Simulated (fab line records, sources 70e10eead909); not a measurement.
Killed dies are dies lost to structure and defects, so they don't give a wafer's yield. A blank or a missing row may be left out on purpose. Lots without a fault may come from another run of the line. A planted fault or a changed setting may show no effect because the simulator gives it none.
Which tool did it? | flow nand_harc | 11 lots, 33 wafers sampled, at 5 steps of a route of 1159

WHAT THE GAUGES READ, wafer by wafer
NHARC_END_SORT_01.
lot  | measured     | on        | killed_at_array
L961 | day 22 17:23 | prober-02 | 675 673 676
L962 | day 22 19:23 | prober-01 | 673 664 673

WHICH TOOL RAN EACH LOT (tool, then ch and the chambers of the sampled wafers, then the start)
lot  | NHARC_A_CONTACT_STRIP_55                      | NHARC_A_CONTACT_DEP_58          | NHARC_A_CONTACT_DESCUM_74          | NHARC_A_CONTACT_ETCH_77
L950 | rie_diel-06 ch 2,3, day 17 05:44 or earlier   | pecvd-01 ch 1,2, day 17 05:44   | rie_diel-03 ch 0,2,3, day 17 06:32 | rie_diel-03 ch 0,2,3, day 17 07:36
L948 | rie_diel-10 ch 0,1,3, day 17 11:11 or earlier | pecvd-03 ch 0,2, day 17 11:11   | rie_diel-06 ch 0,1,2, day 17 12:05 | rie_diel-06 ch 0,1,3, day 17 12:37
L952 | rie_diel-10 ch 0,1,3, day 17 13:31 or earlier | pecvd-04 ch 0,1,2, day 17 13:31 | rie_diel-06 ch 0,2,3, day 17 14:21 | rie_diel-06 ch 0,1,2, day 17 14:52
L957 | rie_diel-03 ch 0,1,3, day 19 02:25 or earlier | pecvd-01 ch 1,2, day 19 02:25   | rie_diel-03 ch 1,2,3, day 19 03:10 | rie_diel-03 ch 1,2,3, day 19 03:53
L956 | rie_diel-06 ch 1,2,3, day 19 07:00 or earlier | pecvd-03 ch 0,2, day 19 07:00   | rie_diel-06 ch 0,2,3, day 19 07:54 | rie_diel-06 ch 0,1,2, day 19 08:28
L958 | rie_diel-03 ch 0,1,3, day 19 14:38 or earlier | pecvd-04 ch 1,2, day 19 14:38   | rie_diel-10 ch 0,2,3, day 19 15:44 | rie_diel-10 ch 0,2,3, day 19 16:36
L961 | rie_diel-10 ch 0,2,3, day 19 22:34 or earlier | pecvd-04 ch 0,1,2, day 19 22:34 | rie_diel-03 ch 1,3, day 19 23:25   | rie_diel-03 ch 1,2,3, day 19 23:56
L962 | rie_diel-10 ch 0,2,3, day 20 05:14 or earlier | pecvd-03 ch 0,1, day 20 05:14   | rie_diel-06 ch 0,2,3, day 20 06:07 | rie_diel-06 ch 0,1, day 20 06:37
L965 | rie_diel-03 ch 0,3, day 21 02:28 or earlier   | pecvd-04 ch 0,1,2, day 21 02:28 | rie_diel-10 ch 1,2,3, day 21 03:19 | rie_diel-10 ch 2,3, day 21 03:49
L970 | rie_diel-03 ch 0,1,2, day 21 22:53 or earlier | pecvd-03 ch 0,1,2, day 21 22:53 | rie_diel-03 ch 0,2,3, day 21 23:38 | rie_diel-03 ch 0,1, day 22 00:08
L971 | rie_diel-03 ch 0,1,2, day 22 12:44 or earlier | pecvd-01 ch 0,1, day 22 12:44   | rie_diel-06 ch 1,3, day 22 13:38   | rie_diel-06 ch 0,3, day 22 14:26
- NHARC_A_CONTACT_STRIP_55: strips in O2.
- NHARC_A_CONTACT_DEP_58: deposits SiON, target thk 60 nm.
- NHARC_A_CONTACT_DESCUM_74: chemistry O2, time 3 s.
- NHARC_A_CONTACT_ETCH_77: etches the open film in CF4/CHF3, target depth 72.6 nm, time 36.3 s.

THE ANSWER, worked out from the rows above alone
Rule: what is usual is taken from the lots themselves. Put in order of their means at a reading, lots are off if they are a third of the lots or fewer, leave a main group of 4 or more, and stand apart from it by a gap of 3 or more times the standard deviation of the main group's means; of several such gaps the widest counts. A main group whose means are all the same, to the digits that the tables above print for the reading, isn't used. A lot without any number at a reading at which 4 lots or more have one is off too. The other lots that the step has rows for count as sound.
No lot is off at any reading shown: from this, nothing can be told.

WHAT THE SIMULATOR HAD PUT IN
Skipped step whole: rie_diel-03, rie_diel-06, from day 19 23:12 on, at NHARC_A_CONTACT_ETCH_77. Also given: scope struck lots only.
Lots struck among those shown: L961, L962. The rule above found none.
